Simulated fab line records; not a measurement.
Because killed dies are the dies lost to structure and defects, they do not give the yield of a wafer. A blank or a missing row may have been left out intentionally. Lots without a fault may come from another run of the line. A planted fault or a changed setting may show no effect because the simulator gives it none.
fab line records	flow n5_finfet
record lots=5	wafers=15	last_day=17
route steps=1938 shown BEOL_M0@728 BEOL_M1@751 PASSIVATION@1936
lots with no fault: from the same line, run without faults
start_h: hours from the record's first day to the start of the lot's first wafer shown	wait_h: hours since the lot's step before	" unchanged from the row above	L1.1+2: a row that stands for several wafers	- no value, or no start given	* or withheld: withheld	< > ~ a bound
route shown NAME@n: a module of which the file shows steps, and the number in the route of the first	usual: average and standard deviation across the fault-free wafers	same: alike in all rows	chamber/n: place in a boat	sites: the reading at each site	_std_site: their standard deviation	_edge_site: the outer-site mean with the inner-site mean subtracted	radius_mm: how far each site lies from the wafer's centre	mask NAME#n: copy n	behind: the last tool/chamber to shape the wafer	hold: what put the lot on hold/how long, in hours/how the hold closed	device: which transistor (n, p or np) failed to switch	end of line: the tests these same wafers got at the end of their route	step lacking rows: just its recipe	killed: count of dies lost to structure and defects at first sort (not the wafer's yield)	map: the dies of a wafer, with x for killed, . for not killed, _ for no die there
set.NAME: the setting the step ran with; set.NAME@STEP: the setting that earlier step ran with	model.NAME: the simulator's own value behind a step, which no gauge read
a table for each step, a row for each wafer; lots at some steps of the route
services: from which hour (start_h, from the record's first day; less than 0 if before it) a tool's chamber was out of use, for how many hours, and why
## steps
# step N5_BEOL_M0_SRD_111
# recipe time_s=30	temp_c=23	rinse_liquid=diw	dry=ipa_marangoni
# step N5_BEOL_M0_DEGAS_112
# recipe ambient=vacuum	temp_c=250	time_s=60
# step N5_BEOL_M0_PRE_CLEAN_113
# recipe gas=H2/He	time_s=30	temp_c=250
# step N5_BEOL_M0_ALD_136
# recipe material=TaN	target_thk_a=*	temp_c=275	ald_precursor_family=PDMAT	ald_co_reactant=NH3	pressure_torr=3	carrier_flow_sccm=1500	pulse_time_s=2	purge_time_s=3	co_reactant_purge_time_s=2	co_reactant_pulse_time_s=3	ald_cycles=30	precursor_vessel_temp_c=75	precursor_vessel_pressure_torr=26.25	precursor_vessel_carrier_sccm=1000
# step N5_BEOL_M0_SURFACE_TREAT_137
# recipe gas=Ar	time_s=*	ion_energy_ev=*	ion_current_ma_cm2=0.5	pressure_mtorr=*	ar_flow_sccm=30
# step N5_BEOL_M0_CVD_115
# recipe material=Co	target_thk_a=*	temp_c=withheld	precursor=CCTBA/H2	pressure_torr=30	time_s=120
# step N5_BEOL_M0_SPUTTER_116
# recipe material=Cu	target_thk_a=40	temp_c=-20	chamber_pressure_pa=0.07	power_w=withheld	time_s=7.37
# step N5_BEOL_M0_ANNEAL_117
# recipe temp_c=400	time_s=60	ambient=vacuum
# usual heater_power_w=855/95	susceptor_temp_C_max=401.03/0.29
lot.wafer	tool	chamber	start_h	wait_h	heater_power_w	susceptor_temp_C_max
L574.2	pvd_sputter-01	-	167.27	0.0	744	400.90
L574.4	"	-	"	"	738	400.94
L574.5	"	-	"	"	880	401.19
L575.2	pvd_sputter-02	-	174.82	0.0	981	401.43
L575.3	"	-	"	"	775	400.73
L575.5	"	-	"	"	768	401.19
L576.2	pvd_sputter-03	-	182.52	0.0	862	401.40
L576.5	"	-	"	"	864	401.26
L576.6	"	-	"	"	931	400.34
L582.2	pvd_sputter-03	-	210.32	0.0	717	401.70
L582.5	"	-	"	"	888	400.77
L582.6	"	-	"	"	942	400.32
L586.3	pvd_sputter-01	-	230.62	0.0	730	400.96
L586.4	"	-	"	"	882	400.89
L586.5	"	-	"	"	868	401.49
# step N5_BEOL_M0_SPUTTER_132
# recipe material=Cu	target_thk_a=40	temp_c=-20	chamber_pressure_pa=0.07	power_w=withheld	time_s=7.37
# step N5_BEOL_M0_ANNEAL_133
# recipe temp_c=400	time_s=60	ambient=vacuum
# usual heater_power_w=857/95	susceptor_temp_C_max=401.0/0.35
lot.wafer	tool	chamber	start_h	wait_h	heater_power_w	susceptor_temp_C_max
L574.2	pvd_sputter-01	-	167.39	0.0	739	401.0
L574.4	"	-	"	"	734	400.8
L574.5	"	-	"	"	891	401.4
L575.2	pvd_sputter-02	-	174.94	0.0	962	401.0
L575.3	"	-	"	"	764	400.4
L575.5	"	-	"	"	761	400.7
L576.2	pvd_sputter-03	-	182.64	0.0	856	401.1
L576.5	"	-	"	"	855	401.2
L576.6	"	-	"	"	978	400.7
L582.2	pvd_sputter-03	-	210.44	0.0	718	401.1
L582.5	"	-	"	"	856	401.1
L582.6	"	-	"	"	947	401.0
L586.3	pvd_sputter-01	-	230.74	0.0	728	400.4
L586.4	"	-	"	"	869	400.8
L586.5	"	-	"	"	883	401.3
# step N5_BEOL_M0_SPUTTER_134
# recipe material=Cu	target_thk_a=40	temp_c=-20	chamber_pressure_pa=0.07	power_w=withheld	time_s=7.37
# step N5_BEOL_M0_ANNEAL_135
# recipe temp_c=400	time_s=60	ambient=vacuum
# step N5_BEOL_M0_SPUTTER_141
# recipe material=Cu	target_thk_a=40	temp_c=-20	chamber_pressure_pa=0.07	power_w=withheld	time_s=7.37
# usual chamber_pressure_pa=0.07002/0.00014	throttle_valve_pct=30.5/0.77
lot.wafer	tool	chamber	start_h	wait_h	chamber_pressure_pa	throttle_valve_pct
L574.2	pvd_sputter-01	-	167.55	0.0	0.06987	30.5
L574.4	"	-	"	"	0.07023	29.8
L574.5	"	-	"	"	0.07011	30.7
L575.2	pvd_sputter-02	-	175.10	0.0	0.07014	29.2
L575.3	"	-	"	"	0.06996	29.7
L575.5	"	-	"	"	0.07011	29.8
L576.2	pvd_sputter-03	-	182.80	0.0	0.07018	31.8
L576.5	"	-	"	"	0.0703	31.6
L576.6	"	-	"	"	0.0701	31.1
L582.2	pvd_sputter-03	-	210.60	0.0	0.07004	30.6
L582.5	"	-	"	"	0.07012	32.0
L582.6	"	-	"	"	0.06995	31.1
L586.3	pvd_sputter-01	-	230.90	0.0	0.07012	29.9
L586.4	"	-	"	"	0.07017	30.9
L586.5	"	-	"	"	0.06975	30.9
# step N5_BEOL_M0_ECD_118
# recipe material=Cu	target_thk_a=3000
# step N5_BEOL_M0_ANNEAL_119
# recipe temp_c=225	time_s=90	ambient=N2
# step N5_BEOL_M0_CMP_120
# recipe stop_on=SiOC	t_overpolish_s=6.9	down_force_psi=1	platen_rpm=50	clearing_platen_down_force_psi=1.5	clearing_platen_rpm=50	post_cmp_clean=cu_alkaline	clearing_platen_pad_velocity_m_s=0.99484	pad_velocity_m_s=0.99484
# usual barrier_field_endpoint_s=3.65/0.12	edge_zone_pressure_frac=1.000/0.0056	motor_current_A=6.0/0.43	overpolish_run_s=6.900/0.0086	time_to_endpoint_s=62.6/2.9
lot.wafer	tool	chamber	start_h	wait_h	barrier_field_endpoint_s	edge_zone_pressure_frac	motor_current_A	overpolish_run_s	time_to_endpoint_s
L574.2	cmp-03	0	168.05	0.2	3.65	0.995	6.4	6.890	60.5
L574.4	"	1	"	"	3.70	1.003	6.5	6.900	61.1
L574.5	"	1	"	"	3.59	1.000	6.4	6.905	60.1
L575.2	cmp-01	3	175.63	0.2	3.63	0.998	5.1	6.910	57.8
L575.3	"	0	"	"	3.59	0.999	5.3	6.905	60.5
L575.5	"	2	"	"	3.50	0.999	6.6	6.898	56.6
L576.2	cmp-04	3	183.36	0.3	3.72	0.996	6.1	6.896	68.0
L576.6	"	2	"	"	3.54	1.004	5.9	6.910	67.0
L576.5	"	3	"	"	3.82	0.996	6.0	6.906	66.9
L582.2	cmp-04	0	211.21	0.3	3.92	0.993	5.3	6.894	65.3
L582.6	"	1	"	"	3.88	0.998	6.2	6.916	64.8
L582.5	"	2	"	"	3.84	1.007	5.8	6.887	65.0
L586.3	cmp-04	1	232.04	0.5	3.70	0.998	6.1	6.880	63.3
L586.4	"	0	"	"	3.78	0.999	5.5	6.904	62.3
L586.5	"	1	"	"	3.77	0.995	6.1	6.893	66.7
# step N5_BEOL_M0_PRE_CLEAN_131
# recipe gas=NH3/H2	time_s=15	temp_c=*	rf_power_w=300
# step N5_BEOL_M0_CO_CAP_123
# recipe material=Co	target_thk_a=20	temp_c=200	precursor=CCTBA/H2	pressure_torr=30	time_s=102.1
# step N5_BEOL_M0_PRE_CLEAN_124
# recipe gas=NH3	time_s=15	temp_c=withheld	rf_power_w=300
# step N5_BEOL_M0_DEP_125
# recipe material=SiCN	target_thk_a=80	temp_c=withheld	precursor=3MS/NH3	pressure_torr=3	rf_w=202	time_s=14
# step N5_BEOL_M0_RS_MEAS_126
# recipe thk_meas_gauge=four-point-probe	reads=Co_of_BEOL_M0_CO_CAP_123+Cu_of_BEOL_M0_ECD_118+Co_of_BEOL_M0_CVD_115+TaN_of_BEOL_M0_ALD_136
# usual M0_RS=0.530/0.014
lot.wafer	tool	chamber	start_h	wait_h	M0_RS[ohm/sq]
L574.2	film_metro-02	-	168.60	0.1	0.537
L574.4	"	-	"	"	0.533
L574.5	"	-	"	"	0.501
L575.2	film_metro-01	-	176.15	0.1	0.556
L575.3	"	-	"	"	0.536
L575.5	"	-	"	"	0.526
L576.2	film_metro-01	-	184.21	0.1	0.524
L576.5	"	-	"	"	0.504
L576.6	"	-	"	"	0.521
L582.2	film_metro-02	-	211.65	0.1	0.539
L582.5	"	-	"	"	0.539
L582.6	"	-	"	"	0.522
L586.3	film_metro-01	-	232.59	0.1	0.525
L586.4	"	-	"	"	0.511
L586.5	"	-	"	"	0.530
# step N5_BEOL_M1_ILD_DEP_00
# recipe material=SiOC	target_thk_a=790	temp_c=350	precursor=DEMS/O2	pressure_torr=5	rf_w=500	time_s=15.3
# step N5_BEOL_M1_THK_MEAS_01
# recipe reads=SiOC_of_BEOL_M1_ILD_DEP_00
# usual M1_ILD_THK=78.7/0.97
lot.wafer	tool	chamber	start_h	wait_h	M1_ILD_THK[nm]
L574.2	film_metro-01	-	168.73	0.1	79.0
L574.4	"	-	"	"	78.8
L574.5	"	-	"	"	79.8
L575.2	film_metro-01	-	176.28	0.1	78.5
L575.3	"	-	"	"	77.5
L575.5	"	-	"	"	79.6
L576.2	film_metro-01	-	184.34	0.1	77.8
L576.5	"	-	"	"	78.7
L576.6	"	-	"	"	78.5
L582.2	film_metro-01	-	211.78	0.1	78.3
L582.5	"	-	"	"	80.0
L582.6	"	-	"	"	80.4
L586.3	film_metro-01	-	232.72	0.1	78.8
L586.4	"	-	"	"	80.1
L586.5	"	-	"	"	79.6
# step N5_BEOL_M1_PECVD_72
# recipe material=SiO2	target_thk_a=160	temp_c=400	precursor=TEOS/O2	pressure_torr=5.5	rf_w=450	teos_flow_sccm=53.8	gas=O2	flow_sccm=3000	time_s=18
# usual heater_power_w=775/110	rf_fwd_power_W=445.0/1.3	showerhead_plenum_p_Torr=8.79/0.058	throttle_valve_pct=22.4/1.2
lot.wafer	tool	chamber	start_h	wait_h	heater_power_w	rf_fwd_power_W	showerhead_plenum_p_Torr	throttle_valve_pct
L574.2	pecvd-02	0	168.77	0.0	905	442.8	8.67	23.5
L574.4	"	1	"	"	796	443.3	8.71	20.9
L574.5	"	2	"	"	968	447.5	8.77	21.1
L575.2	pecvd-04	0	176.32	0.0	637	443.5	8.80	22.1
L575.3	"	1	"	"	820	447.3	8.77	24.2
L575.5	"	1	"	"	825	446.6	8.80	24.0
L576.2	pecvd-04	1	184.38	0.0	863	442.5	8.77	23.9
L576.5	"	1	"	"	871	443.2	8.78	23.9
L576.6	"	2	"	"	732	444.9	8.88	22.5
L582.2	pecvd-02	1	211.82	0.0	844	443.8	8.75	20.9
L582.5	"	2	"	"	856	443.0	8.75	21.2
L582.6	"	1	"	"	834	445.6	8.75	20.7
L586.3	pecvd-04	2	232.76	0.0	695	444.6	8.87	21.0
L586.4	"	2	"	"	691	444.8	8.87	20.8
L586.5	"	1	"	"	865	444.3	8.77	24.2
# step N5_BEOL_M1_HM_DEP_02
# recipe material=TiN	target_thk_a=200	temp_c=25	chamber_pressure_pa=0.49996
# usual chamber_pressure_pa=0.5001/0.0011	throttle_valve_pct=30.4/0.74
lot.wafer	tool	chamber	start_h	wait_h	chamber_pressure_pa	throttle_valve_pct
L574.2	pvd_sputter-02	-	170.79	2.0	0.4986	31.0
L574.4	"	-	"	"	0.5001	30.3
L574.5	"	-	"	"	0.5011	29.6
L575.2	pvd_sputter-01	-	178.90	2.6	0.5007	30.8
L575.3	"	-	"	"	0.4986	29.5
L575.5	"	-	"	"	0.4990	30.2
L576.2	pvd_sputter-02	-	185.70	1.3	0.5002	30.9
L576.5	"	-	"	"	0.4998	30.5
L576.6	"	-	"	"	0.5025	29.1
L582.2	pvd_sputter-01	-	212.35	0.5	0.5005	30.5
L582.5	"	-	"	"	0.5016	30.6
L582.6	"	-	"	"	0.5000	29.6
L586.3	pvd_sputter-03	-	234.06	1.3	0.4990	30.5
L586.4	"	-	"	"	0.5010	31.7
L586.5	"	-	"	"	0.4999	31.2
# step N5_BEOL_M1_COAT_61
# recipe resist=SOC	temp_c=250	time_s=60	spin_rpm=1500	resist_thk_nm=60
# step N5_BEOL_M1_COAT_62
# recipe resist=SiARC	temp_c=220	time_s=60	spin_rpm=1500	resist_thk_nm=12
# step N5_BEOL_M1_COAT_73
# recipe resist=underlayer	temp_c=205	time_s=60	spin_rpm=1500	resist_thk_nm=5
# step N5_BEOL_M1_COAT_05
# recipe resist=CAR-EUV	spin_rpm=1500	resist_thk_nm=30
# step N5_BEOL_M1_EBR_07
# recipe solvent=PGMEA	ebr_width_mm=1.5
# step N5_BEOL_M1_SOFTBAKE_06
# recipe temp_c=110	time_s=60	resist=CAR-EUV
# step N5_BEOL_M1_EXPOSE_08
# recipe mask_id=M1	na=0.33	source_shape=dipole	sigma_inner=0.369	sigma_outer=0.767	polarization=unpolarized	dose_mj=33
# step N5_BEOL_M1_PEB_09
# recipe peb_temp_c=100	peb_time_s=60	resist=CAR-EUV
# step N5_BEOL_M1_DEVELOP_10
# recipe develop_time_s=30	developer=TMAH	resist=CAR-EUV	rinse_liquid=surfactant_rinse	dry=air_spin	dev_temp_c=23
# step N5_BEOL_M1_CD_MEAS_11
# recipe target_cd_nm=17.05	landing_energy_ev=500	detector=se_inlens	polarity=opening
# usual cd_nm=17.07/0.22
lot.wafer	tool	chamber	start_h	wait_h	cd_nm
L574.2	cd_sem-03	0	171.34	-	16.84
L574.4	"	0	"	"	16.83
L574.5	"	0	"	"	17.19
L575.2	cd_sem-03	0	179.41	-	16.92
L575.3	"	0	"	"	16.95
L575.5	"	0	"	"	17.05
L576.2	cd_sem-02	0	186.21	-	17.47
L576.5	"	0	"	"	17.27
L576.6	"	0	"	"	17.08
L582.2	cd_sem-02	0	212.87	-	17.18
L582.5	"	0	"	"	16.97
L582.6	"	0	"	"	16.84
L586.3	cd_sem-01	0	234.45	-	17.06
L586.4	"	0	"	"	16.87
L586.5	"	0	"	"	16.94
# step N5_BEOL_M1_OVL_MEAS_12
# recipe points_per_wafer=522
# usual M1_OVL=0.0/0.59
lot.wafer	tool	chamber	start_h	wait_h	M1_OVL[nm]
L574.2	overlay-02	0	171.38	0.0	-0.6
L574.4	"	0	"	"	-0.3
L574.5	"	0	"	"	-0.4
L575.2	overlay-02	0	179.45	0.0	0.0
L575.3	"	0	"	"	0.8
L575.5	"	0	"	"	0.4
L576.2	overlay-02	0	186.25	0.0	0.0
L576.5	"	0	"	"	0.2
L576.6	"	0	"	"	-0.7
L582.2	overlay-02	0	212.90	0.0	-0.1
L582.5	"	0	"	"	-0.1
L582.6	"	0	"	"	0.5
L586.3	overlay-01	0	234.49	0.0	0.2
L586.4	"	0	"	"	0.5
L586.5	"	0	"	"	0.0
# step N5_BEOL_M1_DESCUM_16
# recipe chemistry=O2	time_s=7	source_power_w=50	bias_power_w=20	pressure_mtorr=20	rf_frequency_hz=2.712e+07	temp_c=40	resist=CAR-EUV	o2_flow_sccm=225
# step N5_BEOL_M1_ETCH_74
# recipe chemistry=N2/H2	target=underlayer	target_depth_a=65	mask_material=CAR-EUV	time_s=5.2	ion_energy_ev=200	pressure_mtorr=30	source_w=840	bias_w=150	n2_flow_sccm=200	h2_flow_sccm=200	ends=cleared
# step N5_BEOL_M1_ETCH_63
# recipe chemistry=CF4	target=SiARC	target_depth_a=156	mask_material=CAR-EUV	time_s=26	ion_energy_ev=80	pressure_mtorr=40	source_w=545	bias_w=36	Ar_flow_sccm=100	cf4_flow_sccm=100	ends=cleared
# step N5_PASSIVATION_PROBE_49
# usual defect_limited_yield=91.0/1.5	killed_at_M0_to_M3=36/12	killed_at_M4_up=14/5.5	killed_at_contacts=11/4.8	killed_at_front_end=42/12	killed_at_other=3.7/2.7	killed_dies=106/18	killed_open=70/13	killed_short=35/8.2	sort_bin_5_function=5.3/1	sort_bin_6_memory=3.3/0.69	sort_n_pass=1074/18	sort_yield_pct=91.0/1.5
# same gross_dies=1180	killed_at_back_side=0	sort_bin_4_leakage[%]=0	sort_bin_8_speed[%]=0
lot.wafer	tool	chamber	start_h	wait_h	defect_limited_yield[%]	killed_at_M0_to_M3	killed_at_M4_up	killed_at_contacts	killed_at_front_end	killed_at_other	killed_dies	killed_open	killed_short	sort_bin_5_function[%]	sort_bin_6_memory[%]	sort_n_pass	sort_yield_pct[%]
L586.3	prober-01	-	399.74	0.1	82.5	140	13	10	41	3	207	67	36	11.7	3.6	973	82.5
L586.4	prober-01	-	399.79	0.2	81.3	165	5	15	36	0	221	59	40	12.2	4.2	959	81.3
L586.5	prober-01	-	399.84	0.2	78.2	178	12	11	55	1	257	89	48	13.1	6.4	923	78.2
# killed by level:class
L586.3 BEOL_M0:unspecified=104 FIN_SAQP:geometric_particle:open=10 BEOL_M2:geometric_particle:open=10 MOL_CONTACT_COAG:geometric_particle:open=8 FIN_SAQP:geometric_particle:short=7 BEOL_M0_SAQP:geometric_particle:open=6 BEOL_M3:geometric_particle:open=6 BEOL_M4:geometric_particle:open=5
L586.4 BEOL_M0:unspecified=122 MOL_CONTACT_COAG:geometric_particle:open=13 BEOL_M3:geometric_particle:open=9 BEOL_M0_SAQP:geometric_particle:open=8 FIN_SAQP:geometric_particle:open=6 BEOL_M0_SAQP:geometric_particle:short=6 BEOL_M1:geometric_particle:open=6 BEOL_M2:geometric_particle:open=6
L586.5 BEOL_M0:unspecified=120 BEOL_M2:geometric_particle:open=16 FIN_SAQP:geometric_particle:open=14 STI_FIN_REVEAL:geometric_particle:open=14 FIN_SAQP:geometric_particle:short=12 BEOL_M0_SAQP:geometric_particle:short=10 MOL_CONTACT_COAG:geometric_particle:open=8 BEOL_M0_SAQP:geometric_particle:open=7
# map L586.5 (x killed, . not)
_________________.....x.....x________________
______________.................._____________
___________.....x..x...x..x...x.x..__________
__________......xx.x................_________
________..x...x..xxxxxx..........x...._______
_______....xx.xxxxxxxxxx.x......x..xx.x______
______....x...xxxxxxx..x......x.x..x...._____
_____..x.....xxxxxxxxxxxxx..x............____
____.......xxxxxxxxxxxxx..x.x..x.x........___
___......x..xxxxxxxxxxxxxx.....x.......xx..__
___.......x.xxxxxxxxxxxx.xx.x..x........x..__
__.........xxxxxxxxxxxxxx.....xx............_
__...x.......xxx.xxxxx..x.x................._
_.x.........xxx.xxxxxxxx.........x...........
_........x.xx..xx..x..x.....................x
_......x.....xxxxxxxx.x..x................x..
_.....xx......x.......x.....x.....x..x.......
_.............................x............x.
_x.....x.......x..x.....x....................
_.x...x.x..x...........x........x.xx.x.....x.
_...................x.x.......x....x.........
__................x....x...x........xx......_
__.......x...........x....x..x.............._
___......x..x........x..x..x..............x__
___x.....x............xx...x......x........__
____xx.....x...x.x....x..............x....___
_____.......x...........................x____
______x................................._____
_______.x...............xx.......x....x______
________.........x...x..xx........x..._______
__________..xx.......x.......x......_________
___________......x.x.......x.......__________
______________........x..x..x..._____________
_________________.......x....________________
# map L574.5 (x killed, . not)
_________________..x.........________________
______________x......x.........._____________
___________.......x................__________
__________....x....................._________
________...x......x..................._______
_______.x...x................x......x..______
______.....x........x....x...x.....x..x._____
_____.......x..xx.......x.x..............____
____..........................x.........xx___
___................x..............x........__
___x......x.xx..............x.x............__
__.................x.xxx........x..........._
__..........x............................x.._
_.........................x..x...............
_................x.....x.........x..........x
_......x........x..........x.xxx.............
_..............................x.........x...
_..x.....x..............x....................
_...xx...x....................x.........x....
_....................x.......................
_................x.............x...x.........
__..................................x......._
__.....xxx...x............x.......x...x....._
___............................x......x....__
___x..x....xx..............................__
____......x..x...x...........x.....x......___
_____...................x....x....x......____
______.x...............................x_____
_______............x....x..............______
________............................x._______
__________..............x..........._________
___________.x......x...............__________
______________..........x......._____________
_________________............________________
## services
tool	chamber	start_h	hours	kind
pecvd-04	-	143.93	0.3	repair
pecvd-02	2	147.23	2.1	scheduled_down
pecvd-04	2	148.56	7.2	repair
cmp-03	-	149.25	0.3	repair
cmp-04	-	160.84	3.5	pm
cmp-03	-	164.14	0.4	repair
cmp-01	-	176.78	0.4	repair
pecvd-02	0	177.37	5.5	scheduled_down
cmp-04	-	195.87	0.9	repair
pecvd-04	2	202.38	-	clean
pecvd-04	2	202.38	-	consumable_replace:showerhead
pecvd-04	2	202.38	29.0	scheduled_down
pecvd-04	2	202.38	29.0	vent_cycle
cmp-01	-	231.10	4.0	pm
## key
first_sign step=N5_PASSIVATION_PROBE_49	reading=killed_at_M0_to_M3	direction=up	sigmas=11	usual=36	struck=161
effect step=N5_PASSIVATION_PROBE_49	reading=defect_limited_yield	direction=down	sigmas=6.8	usual=91.0	struck=80.6
more_kills_born_at N5_BEOL_M0_SPUTTER_141@pvd_sputter-01=346
met_at N5_BEOL_M0_SPUTTER_141
struck_wafers L586.3,L586.4,L586.5
onset_between 167.55 230.90
also_fits time
fault kind=chamber_particle_source	tool=pvd_sputter-01	chamber=-	onset_h=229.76	steps=N5_BEOL_M0_SPUTTER_141	rate_per_visit_cm2=0.79442
